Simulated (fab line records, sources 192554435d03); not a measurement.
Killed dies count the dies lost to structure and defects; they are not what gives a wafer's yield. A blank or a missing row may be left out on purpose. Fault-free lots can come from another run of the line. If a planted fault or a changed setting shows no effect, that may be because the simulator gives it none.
Comparing a struck lot with a sound one + flow n5_finfet + 16 steps out of a route of 1938
Sound: these wafers, L477.1, L477.4, L477.6. Struck: wafer L474.2. (L474.1 of the same lot was not struck and is left out.) The cause comes at the end.
Order at every step that has rows: each side's tool, ch and its chambers, its first start. Under that, the readings that differ: sound wafers + struck wafers + difference of the means + sigmas: that difference in standard deviations of wafers without a fault.
alike: a reading whose means differ by less than 2 such deviations, as well as words and numbers matching on both sides. not compared: withheld readings; readings where some wafer has no value; bounds like >300 that might hide an equal value; numbers whose values overlap and for which the record gives no deviation.
A row with sigmas, a row that says differs or no value, or rows on one side alone: a step with any of these is where the two part. When numbers do not overlap yet have no deviation, they are printed without sigmas and do not part them. Lack of a reading on every wafer of one side parts them only where that side has two or more wafers.

first, 1 step without rows for these wafers: N5_HKMG_FIN_DESCUM_53 (chemistry O2, time 7.9 s).
N5_HKMG_FIN_ETCH_54: etches SiARC in CF4, target depth 45.5 nm, time 75.8 s.
  sound on rie_diel-06 ch 0,2,3, day 8 00:28; struck on rie_diel-02 ch 1, day 7 01:41
  alike: drypump_motor_current_A, etch_rf_on_time_s, oes_product_au, rf_vpp_V, showerhead_plenum_p_Torr, throttle_valve_pct
  not compared: rf_hours_counter_h
N5_HKMG_FIN_ETCH_55: etches SOC in N2/H2, target depth 240 nm, time 300 s.
  sound on rie_diel-06 ch 0,2,3, day 8 00:31; struck on rie_diel-02 ch 1, day 7 01:44
| reading    | sound             | struck | difference | sigmas |
|------------|-------------------|--------|------------|--------|
| temp_c (C) | 40.04 40.20 40.09 | 39.79  | -0.32      | -3     |
  alike: drypump_motor_current_A, oes_product_au, rf_vpp_V, showerhead_plenum_p_Torr, throttle_valve_pct
  not compared: rf_hours_counter_h
then, 1 step without rows for these wafers: N5_HKMG_FIN_STRIP_56 (strips in N2/H2).
N5_HKMG_FIN_STRIP_57: strips in CF4.
  sound on rie_diel-06 ch 0,2,3, day 8 00:43; struck on rie_diel-02 ch 1, day 7 01:56
  alike: bias_power_w, drypump_motor_current_A, oes_product_au, rf_vpp_V, showerhead_plenum_p_Torr, throttle_valve_pct
  not compared: rf_hours_counter_h
N5_HKMG_FIN_ETCH_58: etches SOC in N2/H2, target depth 215.8 nm, time 741 s.
  sound on rie_diel-06 ch 0,2,3, day 8 00:44; struck on rie_diel-02 ch 1, day 7 01:57
  alike: drypump_motor_current_A, oes_product_au, rf_vpp_V, showerhead_plenum_p_Torr, throttle_valve_pct
  not compared: rf_hours_counter_h
N5_HKMG_FIN_STRIP_93: strips SOC in N2/H2, time 20 s.
  sound on rie_diel-06 ch 0,2,3, day 8 01:10; struck on rie_diel-02 ch 1, day 7 02:23
| reading          | sound             | struck | difference | sigmas |
|------------------|-------------------|--------|------------|--------|
| bias_power_w (W) | 8.005 8.008 7.958 | 8.042  | +0.052     | +2     |
  alike: drypump_motor_current_A, oes_product_au, rf_vpp_V, showerhead_plenum_p_Torr, temp_c, throttle_valve_pct
  not compared: rf_hours_counter_h
then, 5 steps without rows for these wafers: N5_HKMG_FIN_WET_ETCH_76 (etches Al2O3 in dNH4OH, stops on La2O3, target depth 2.25 nm, rinse time 30 s); N5_HKMG_FIN_STRIP_60 (strips in N2/H2, time 360 s); N5_HKMG_FIN_WET_ETCH_77 (etches La2O3 in dHCl, stops on HfO2, target depth 2 nm); N5_HKMG_FIN_WET_ETCH_78 (etches Al2O3 in dNH4OH, stops on La2O3, target depth 4.5 nm, rinse time 30 s); N5_HKMG_FIN_ALD_79 (deposits TiN, target thk 1.5 nm, pulse time 1 s, purge time 3 s).
N5_HKMG_FIN_CVD_62: deposits a-Si from Si2H6, target thk 3 nm, time 20.8 s.
  sound on thermal_cvd_si-02 ch 0,1,2, day 8 02:10; struck on thermal_cvd_si-01 ch 0, day 7 03:23
| reading                                   | sound   | struck | difference | sigmas |
|-------------------------------------------|---------|--------|------------|--------|
| model.a-Si_of_HKMG_FIN_CVD_62.thk_nm (nm) | 3 2.8 3 | 1.8    | -1.1       |        |
  alike: heater_power_w
then, 1 step without rows for these wafers: N5_HKMG_FIN_RTA_80 (time 2 s).
-- a jump in the record: the struck wafers' starts before and after are 4 days apart (it breaks off in module HKMG_FIN and resumes in module BEOL_M4, where the first step shown is number 1111 of the route) --
N5_BEOL_M4_RC_MEAS_101:
  sound on prober-01 ch 0, day 11 23:56; struck on prober-01 ch 0, day 11 09:39
  alike: DIBL_N, DIBL_P, IOFF_N, IOFF_P, ION_N, ION_P, SS_N, SS_P, VT_N, VT_P
N5_PASSIVATION_PROBE_49:
  the record holds rows for the sound wafers here (prober-01, day 16 00:55) but none for the struck ones

WHERE THEY PART
Earliest at N5_HKMG_FIN_ETCH_55; latest, in this record, at N5_PASSIVATION_PROBE_49.

WHY: whatever the simulator had introduced
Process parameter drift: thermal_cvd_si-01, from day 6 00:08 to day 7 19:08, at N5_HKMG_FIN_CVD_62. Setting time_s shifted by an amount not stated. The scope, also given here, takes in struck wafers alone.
